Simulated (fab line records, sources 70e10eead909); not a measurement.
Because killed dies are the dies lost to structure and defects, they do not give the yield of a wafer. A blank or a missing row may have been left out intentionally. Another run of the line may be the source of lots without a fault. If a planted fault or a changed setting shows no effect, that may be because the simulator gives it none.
Struck lot and sound lot, side by side -- flow nandHarc -- 15 out of 1159 route steps
Sound: the wafers L362.2, L362.4, L362.5. Struck: wafers L370.2, L370.3, L370.6. The cause is named last.
For every step that has rows: the tool of each side, followed by ch and its chambers, followed by its first start. Under that, the readings that differ: sound wafers -- struck wafers -- difference of the means -- sigmas: that difference in standard deviations of wafers without a fault.
alike: a reading whose means differ by less than 2 such deviations, as well as words and numbers matching on both sides. not compared: withheld readings; readings where some wafer has no value; bounds like >300 that might hide an equal value; numbers whose values overlap and for which the record gives no deviation.
A row with sigmas, a row that says differs or no value, or rows on one side alone: a step with any of these is where the two part. Numbers that don't overlap but have no deviation are shown without sigmas and don't part them. A reading that every wafer of one side lacks parts them only if that side has two wafers or more.

first, 5 steps without rows for these wafers: NHARC_A_CONTACT_SOFTBAKE_03 (time 55 s); NHARC_A_CONTACT_EBR_04; NHARC_A_CONTACT_EXPOSE_05 (exposes mask A CC); NHARC_A_CONTACT_PEB_06 (peb time 65 s); NHARC_A_CONTACT_DEVELOP_07 (develop time 35 s).
NHARC_A_CONTACT_CD_MEAS_08: target cd 100 nm.
  sound on cdSem-01 ch 0, day 18 03:24; struck on cdSem-01 ch 0, day 19 20:53
  alike: cdNm
NHARC_A_CONTACT_OVL_MEAS_09:
  sound on overlay-01, day 18 03:29; struck on overlay-01, day 19 20:59
  alike: overlayXNm, overlayYNm
NHARC_A_CONTACT_INSPECT_10:
  sound on defectInspect-01, day 18 03:32; struck on defectInspect-02, day 19 21:01
  alike: rawDefectCount
NHARC_A_CONTACT_DESCUM_13: chemistry O2, time 3 s.
  sound on rieDiel-05 ch 0,1,2, day 18 03:36; struck on rieDiel-05 ch 1,3, day 19 21:05
  alike: drypumpMotorCurrentA, oesProductAu, rfVppV, showerheadPlenumPTorr, throttleValvePct
  not compared: rfHoursCounterH
NHARC_A_CONTACT_ETCH_88: etches the open film in CF4, target depth 39 nm, time 65 s.
  sound on rieDiel-05 ch 1,2,3, day 18 03:40; struck on rieDiel-05 ch 0,3, day 19 21:10
  alike: biasW, drypumpMotorCurrentA, oesProductAu, overEtchFrac, rfVppV, showerheadPlenumPTorr, throttleValvePct
  not compared: rfHoursCounterH
NHARC_A_CONTACT_ETCH_89: etches the open film in N2/H2, target depth 260 nm, time 475.3 s.
  sound: rieDiel-05 ch 0,3; struck: rieDiel-05 ch 0,3
  alike: biasW, drypumpMotorCurrentA, n2FlowSccm, oesProductAu, overEtchFrac, rfVppV, showerheadPlenumPTorr, throttleValvePct
  not compared: rfHoursCounterH
NHARC_A_CONTACT_ETCH_30: etches the open film in CF4/CHF3, target depth 60.5 nm, time 30.2 s.
  sound: rieDiel-05 ch 1,3; struck: rieDiel-05 ch 0,1,3
reading,sound,struck,difference,sigmas
oesProductAu (a.u.),0.963 0.984 0.970,0.927 0.931 0.929,-0.043,-3
  alike: biasW, drypumpMotorCurrentA, rfVppV, showerheadPlenumPTorr, throttleValvePct
  not compared: rfHoursCounterH
NHARC_A_CONTACT_ETCH_31: etches the open film in O2/COS, target depth 2000 nm, time 520 s.
  sound on rieDiel-05 ch 0,1,3, day 18 04:21; struck on rieDiel-05 ch 0,1,3, day 19 21:45
reading,sound,struck,difference,sigmas
overEtchFrac,0.3 0.3 0.3,0.48189 0.48189 0.48189,+0.18189,
  alike: biasW, drypumpMotorCurrentA, oesProductAu, rfVppV, showerheadPlenumPTorr, throttleValvePct
  not compared: rfHoursCounterH
NHARC_A_CONTACT_ETCH_134: etches the open film in C4F8/O2/Ar, time 140 s, target depth 700 nm.
  sound on harCapEtch-01 ch 1, day 18 04:41; struck on harCapEtch-03 ch 0,1, day 19 22:04
  not compared: rfHoursCounterH
-- break in the record here, with 2 days between the starts of the struck wafers on either side (left off in module A_CONTACT, picked up again in module END, where the first step shown is number 1159 on the route) --
NHARC_END_SORT_01:
  here the record holds rows for the struck wafers (prober-01 ch 0, day 22 05:19) but none for the sound ones

WHERE THEY PART
Last at NHARC_END_SORT_01 as far as this record goes, first at NHARC_A_CONTACT_ETCH_30.

WHY: the cause the simulator had injected
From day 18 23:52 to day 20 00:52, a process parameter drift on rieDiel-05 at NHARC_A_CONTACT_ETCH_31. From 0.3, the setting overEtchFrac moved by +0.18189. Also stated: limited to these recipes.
